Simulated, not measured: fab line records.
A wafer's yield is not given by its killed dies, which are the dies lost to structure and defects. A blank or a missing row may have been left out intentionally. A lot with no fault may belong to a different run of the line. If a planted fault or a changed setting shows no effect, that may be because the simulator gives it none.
Split-lot experiment ; flow n5 finfet ; route with 1938 steps; 7 lots, 39 wafers read

== SPLIT DETAILS ==
At N5_FIN_SAQP_ALD_61 (deposits SiO2, target thk 4 nm, pulse time 1 s, purge time 2 s), the setting ald cycles was moved away from the recipe's 43 on 12 of the 39 wafers read, by -16.3% to +14.0%. This setting was run at the recipe's value on the other wafers.

The reading comes from the split's own step.

== THE READING ==
SiO2_of_FIN_SAQP_ALD_61.thk nm (the simulator's own value, which no gauge read), in nm, at N5_FIN_SAQP_ALD_61 (deposits SiO2, target thk 4 nm, pulse time 1 s, purge time 2 s). The file gives no usual value for it. Here, 27 wafers ran the recipe; their average is 3.995 nm with a standard deviation of 0.027 nm.

wafer;tool, chamber at the split;ald cycles as run;against the recipe;SiO2_of_FIN_SAQP_ALD_61.thk nm, nm;against lot-mates on the recipe
L076.1;ald sin-04, 1;43;recipe;3.982;-
L076.2;ald sin-04, 0;43;recipe;4.056;-
L076.3;ald sin-04, 2;43;recipe;4.023;-
L076.4;ald sin-04, 3;43;recipe;3.988;-
L076.5;ald sin-04, 2;43;recipe;4.01;-
L076.6;ald sin-04, 1;43;recipe;3.963;-
L077.1;ald sin-01, 3;37;-14.0%;3.406;-0.570
L077.2;ald sin-01, 0;37;-14.0%;3.446;-0.530
L077.3;ald sin-01, 1;43;recipe;3.979;-
L077.4;ald sin-01, 2;37;-14.0%;3.448;-0.528
L077.5;ald sin-01, 3;43;recipe;3.965;-
L077.6;ald sin-01, 2;43;recipe;3.983;-
L078.1;ald sin-01, 3;43;recipe;4.007;-
L078.2;ald sin-01, 2;43;recipe;3.99;-
L078.3;ald sin-01, 0;43;recipe;3.988;-
L078.4;ald sin-01, 1;47;+9.3%;4.359;+0.364
L078.5;ald sin-01, 2;47;+9.3%;4.372;+0.377
L078.6;ald sin-01, 1;47;+9.3%;4.373;+0.378
L080.1;ald sin-01, 3;43;recipe;4.041;-
L080.2;ald sin-01, 1;43;recipe;4.038;-
L080.3;ald sin-01, 0;49;+14.0%;4.611;+0.578
L080.4;ald sin-01, 2;49;+14.0%;4.604;+0.571
L080.5;ald sin-01, 2;49;+14.0%;4.586;+0.553
L080.6;ald sin-01, 1;43;recipe;4.021;-
L085.1;ald sin-02, 0;43;recipe;4.005;-
L085.3;ald sin-02, 2;43;recipe;3.974;-
L085.5;ald sin-02, 2;43;recipe;3.962;-
L088.1;ald sin-02, 3;43;recipe;4.013;-
L088.2;ald sin-02, 1;43;recipe;4.022;-
L088.3;ald sin-02, 0;43;recipe;3.987;-
L088.4;ald sin-02, 2;43;recipe;3.976;-
L088.5;ald sin-02, 0;43;recipe;4;-
L088.6;ald sin-02, 1;43;recipe;4.021;-
L090.1;ald sin-02, 0;36;-16.3%;3.313;-0.648
L090.2;ald sin-02, 1;43;recipe;3.969;-
L090.3;ald sin-02, 2;43;recipe;3.937;-
L090.4;ald sin-02, 3;36;-16.3%;3.32;-0.641
L090.5;ald sin-02, 1;36;-16.3%;3.329;-0.632
L090.6;ald sin-02, 0;43;recipe;3.978;-

FIT RESULTS
A straight line over all 39 wafers: SiO2_of_FIN_SAQP_ALD_61.thk nm changes by +0.0415 nm for each +1% of ald cycles; r = +1.00; the points scatter about the line by 0.026 nm.
The same after taking each lot's own level away (the mean of its wafers on the recipe; 39 wafers): +0.0397 nm for each +1%; r = +1.00; scatter 0.018 nm.
On that fit, the largest move of ald cycles shifts the reading by 0.65 nm.
The lots' own levels span 3.9613 to 4.0333 nm, that is 2.6 times the standard deviation above.
The two slopes agree, so the slope changes little with the lot-to-lot level.
Check: -0.642 nm against its lot-mates is what the line predicts for one of the wafers moved furthest among these (-16.3%) when that wafer is left out of the fit. Against them it came out at -0.648 nm.

== THESE WAFERS: OTHER SPLITS ==
These wafers also went through other splits before the reading. Each is held against what the fit with the lots' levels taken away leaves over:
other split on the same wafers;wafers away from the commonest value;r with SiO2_of_FIN_SAQP_ALD_61.thk nm (lot level and that fit taken away)
N5_PMOS_HMC_CHANNEL_EPI_FIN_RECESS_16 time s;15;+0.25

== FILE'S OWN FIT ==
SiO2_of_FIN_SAQP_ALD_61.thk nm changes by +0.0397 nm for each +1% of ald cycles, r = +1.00.
